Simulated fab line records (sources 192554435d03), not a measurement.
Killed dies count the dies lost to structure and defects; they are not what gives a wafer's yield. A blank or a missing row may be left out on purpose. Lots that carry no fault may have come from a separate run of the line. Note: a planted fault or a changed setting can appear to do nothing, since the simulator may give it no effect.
Matching of chambers || flow n5_finfet || N5_BEOL_M2_ETCHBACK_99 on rie_diel-02 has 4 sister chambers
The step etches SiO2 in CHF3, target depth 5 nm, time 10.4 s. 4 wafers are shown with their chamber, then 8 later ones without.

WAFERS WITH THEIR CHAMBER
{"wafer": "L087.2", "chamber": 2, "drypump_motor_current_A (A)": 6.3}
{"wafer": "L088.3", "chamber": 0, "drypump_motor_current_A (A)": 4.8}
{"wafer": "L088.4", "chamber": 1, "drypump_motor_current_A (A)": 5.0}
{"wafer": "L091.1", "chamber": 3, "drypump_motor_current_A (A)": 5.2}

WAFERS MISSING THEIR CHAMBER
{"wafer": "L091.5", "drypump_motor_current_A (A)": 6.4}
{"wafer": "L091.6", "drypump_motor_current_A (A)": 5.0}
{"wafer": "L092.1", "drypump_motor_current_A (A)": 6.3}
{"wafer": "L092.3", "drypump_motor_current_A (A)": 5.2}
{"wafer": "L092.4", "drypump_motor_current_A (A)": 4.9}
{"wafer": "L097.2", "drypump_motor_current_A (A)": 6.4}
{"wafer": "L097.5", "drypump_motor_current_A (A)": 5.0}
{"wafer": "L097.6", "drypump_motor_current_A (A)": 6.4}

EACH ONE'S CHAMBER
{"wafer": "L091.5", "from the rows above": 2, "in truth": 2}
{"wafer": "L091.6", "from the rows above": 1, "in truth": 1}
{"wafer": "L092.1", "from the rows above": 2, "in truth": 2}
{"wafer": "L092.3", "from the rows above": 3, "in truth": 3}
{"wafer": "L092.4", "from the rows above": "can't be placed: 1 or 0", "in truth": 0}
{"wafer": "L097.2", "from the rows above": 2, "in truth": 2}
{"wafer": "L097.5", "from the rows above": 1, "in truth": 1}
{"wafer": "L097.6", "from the rows above": 2, "in truth": 2}
Correctly placed: 7 of 8. Not placeable from these rows: 1 (in 1, the candidates include the true chamber). Placed wrongly: 0.
How it was worked out, from the rows above alone: a wafer's distance from a chamber is the root of the sum, over the readings, of the square of ((its reading less the chamber's mean) divided by the reading's scatter). The wafer belongs to the nearest chamber; if the next one is less than 2 further off, it can't be placed. The mean given for a chamber averages the wafers shown for that chamber. The scatter: with one shown wafer a chamber, the root of the mean of the squares of how far each hidden wafer lies from its nearest shown one.
